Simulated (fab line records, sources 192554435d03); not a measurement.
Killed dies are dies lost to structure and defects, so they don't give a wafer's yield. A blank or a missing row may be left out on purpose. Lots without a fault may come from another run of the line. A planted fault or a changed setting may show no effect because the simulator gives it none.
A struck lot beside a sound one | flow n5_finfet | 15 steps out of a route of 1938
Sound: wafers L239.4, L239.5, L239.6. Struck: wafers L247.3, L247.5, L247.6. The cause comes at the end.
At each step with rows: each side's tool, then ch and its chambers, then its first start. Under that, the readings that differ: sound wafers | struck wafers | difference of the means | sigmas: that difference in standard deviations of wafers without a fault.
alike: readings whose means differ by less than 2 such deviations, and words and numbers that are the same on both sides. not compared: withheld readings, readings that some wafer has no value for, bounds like >300 that may hide the same value, and numbers for which the record gives no deviation and whose values overlap.
The two part at a step that has a row with sigmas, a row that says differs or no value, or rows on one side only. Numbers that don't overlap but have no deviation are shown without sigmas and don't part them. A reading that every wafer of one side lacks parts them only if that side has two wafers or more.

N5_BEOL_M12_CD_MEAS_10: target cd 140 nm.
  sound on cd_sem-01 ch 0, day 12 14:58; struck on cd_sem-03 ch 0, day 14 12:01
  alike: cd_nm
N5_BEOL_M12_OVL_MEAS_11:
  sound on overlay-01 ch 0, day 12 15:00; struck on overlay-02 ch 0, day 14 12:03
  alike: V11_OVL
N5_BEOL_M12_INSPECT_12: inspects for defects (macro).
  sound on defect_inspect-02, day 12 15:02; struck on defect_inspect-02, day 14 12:05
  alike: raw_defect_count
N5_BEOL_M12_DESCUM_15: chemistry O2, time 7.9 s.
  sound on rie_diel-06 ch 0,2,3, day 12 15:05; struck on rie_diel-01 ch 1,2,3, day 14 12:07
  alike: drypump_motor_current_A, oes_product_au, rf_vpp_V, showerhead_plenum_p_Torr, throttle_valve_pct
  not compared: rf_hours_counter_h
N5_BEOL_M12_ETCH_59: etches BARC in N2/H2, target depth 89 nm, overetch 26.7 nm, time 67.9 s.
  sound on rie_diel-06 ch 0,2,3, day 12 15:07; struck on rie_diel-01 ch 1,2,3, day 14 12:09
  alike: drypump_motor_current_A, h2_flow_sccm, oes_product_au, rf_vpp_V, showerhead_plenum_p_Torr, throttle_valve_pct
  not compared: rf_hours_counter_h
N5_BEOL_M12_VIA_ETCH_16: etches SiOC in C4F8/O2/Ar, target depth 724.8 nm.
  sound on rie_diel-06 ch 0,2,3, day 12 15:14; struck on rie_diel-01 ch 1,2,3, day 14 12:12
  alike: drypump_motor_current_A, oes_product_au, rf_vpp_V, showerhead_plenum_p_Torr, throttle_valve_pct
N5_BEOL_M12_STRIP_63: strips in N2/H2.
  sound on plasma_asher-01 ch 0,1, day 12 15:22; struck on plasma_asher-02 ch 0,1, day 14 12:25
  alike: drypump_motor_current_A, h2_flow_sccm, heater_power_w, oes_product_au, strip_time_to_endpoint_s
  not compared: rf_hours_counter_h
N5_BEOL_M12_STRIP_64: strips in N2/H2.
  sound on plasma_asher-01 ch 0,1, day 12 15:25; struck on plasma_asher-02 ch 0,1, day 14 12:29
  alike: drypump_motor_current_A, h2_flow_sccm, heater_power_w, oes_product_au, strip_time_to_endpoint_s
  not compared: rf_hours_counter_h
then, 2 steps without rows for these wafers: N5_BEOL_M12_STRIP_71 (strips in post etch residue remover, time 60 s); N5_BEOL_M12_SRD_72 (time 30 s, dry time 30 s).
N5_BEOL_M12_CD_MEAS_17: target cd 140 nm.
  sound on cd_sem-03, day 12 15:34; struck on cd_sem-02, day 14 12:37
  alike: cd_nm
then, 1 step without rows for these wafers: N5_BEOL_M12_COAT_65 (time 60 s, resist thk 300 nm).
N5_BEOL_M12_COAT_66: time 60 s, resist thk 110 nm.
  sound on litho_track-01 ch 0, day 12 15:35; struck on litho_track-01 ch 0, day 14 12:38
  reading                  | sound                | struck               | difference | sigmas
  heater_power_total_W (W) | 426.4 428.0 430.4    | 398.1 400.7 398.5    | -29.2      | -15
  plate_temp_C (C)         | 220.30 219.97 220.18 | 208.18 208.19 208.36 | -11.91     | -66
then, 1 step without rows for these wafers: N5_BEOL_M12_COAT_22 (resist thk 300 nm).
N5_PASSIVATION_PROBE_49:
  the record has rows for the struck wafers here (prober-02, day 16 01:42) and none for the sound ones

WHERE THEY PART
First at N5_BEOL_M12_COAT_66; last, within this record, at N5_PASSIVATION_PROBE_49.

WHY: what the simulator had put in
Process parameter drift: litho_track-01, from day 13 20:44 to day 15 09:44, at N5_BEOL_M12_COAT_66. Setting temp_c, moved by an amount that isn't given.
